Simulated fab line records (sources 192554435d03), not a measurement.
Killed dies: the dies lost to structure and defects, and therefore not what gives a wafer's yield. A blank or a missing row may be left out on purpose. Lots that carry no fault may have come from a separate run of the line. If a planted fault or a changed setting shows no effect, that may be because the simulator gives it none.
Matching of chambers || flow n5 finfet || rie diel-06 running N5_BEOL_M4_STRIP_66: 4 sister chambers
The step strips in CF4. 4 wafers are shown with their chamber, then 9 later ones without.

== WAFERS PAIRED WITH THEIR CHAMBERS ==
{"wafer": "L085.6", "chamber": 1, "drypump motor current A (A)": 5.18}
{"wafer": "L088.2", "chamber": 0, "drypump motor current A (A)": 5.22}
{"wafer": "L088.3", "chamber": 2, "drypump motor current A (A)": 5.12}
{"wafer": "L088.4", "chamber": 3, "drypump motor current A (A)": 5.88}

== WAFERS WITH NO CHAMBER GIVEN ==
{"wafer": "L091.2", "drypump motor current A (A)": 5.24}
{"wafer": "L091.5", "drypump motor current A (A)": 5.17}
{"wafer": "L091.6", "drypump motor current A (A)": 5.92}
{"wafer": "L092.3", "drypump motor current A (A)": 5.11}
{"wafer": "L092.5", "drypump motor current A (A)": 5.17}
{"wafer": "L092.6", "drypump motor current A (A)": 5.11}
{"wafer": "L095.2", "drypump motor current A (A)": 5.19}
{"wafer": "L095.5", "drypump motor current A (A)": 5.16}
{"wafer": "L095.6", "drypump motor current A (A)": 5.10}

== WHICH CHAMBER EACH ONE RAN IN ==
{"wafer": "L091.2", "from the rows above": 0, "in truth": 0}
{"wafer": "L091.5", "from the rows above": 1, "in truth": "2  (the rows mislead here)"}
{"wafer": "L091.6", "from the rows above": 3, "in truth": 3}
{"wafer": "L092.3", "from the rows above": 2, "in truth": 2}
{"wafer": "L092.5", "from the rows above": 1, "in truth": 1}
{"wafer": "L092.6", "from the rows above": 2, "in truth": 2}
{"wafer": "L095.2", "from the rows above": "can't be placed: 1 or 0", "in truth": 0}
{"wafer": "L095.5", "from the rows above": "can't be placed: 1 or 2", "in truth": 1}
{"wafer": "L095.6", "from the rows above": 2, "in truth": 2}
6 of 9 placed correctly. Unplaceable from these rows: 2, with the true chamber sitting among the candidates in 2. Placed wrongly: 1.
How it was worked out, from the rows above alone: a wafer's distance from a chamber is the root of the sum, over the readings, of the square of ((its reading less the chamber's mean) divided by the reading's scatter). If the next closest chamber is less than 2 further off than the closest, the wafer can't be placed; otherwise it belongs to the closest. The mean given for a chamber averages the wafers shown for that chamber. The scatter: with one shown wafer a chamber, the root of the mean of the squares of how far each hidden wafer lies from its nearest shown one.
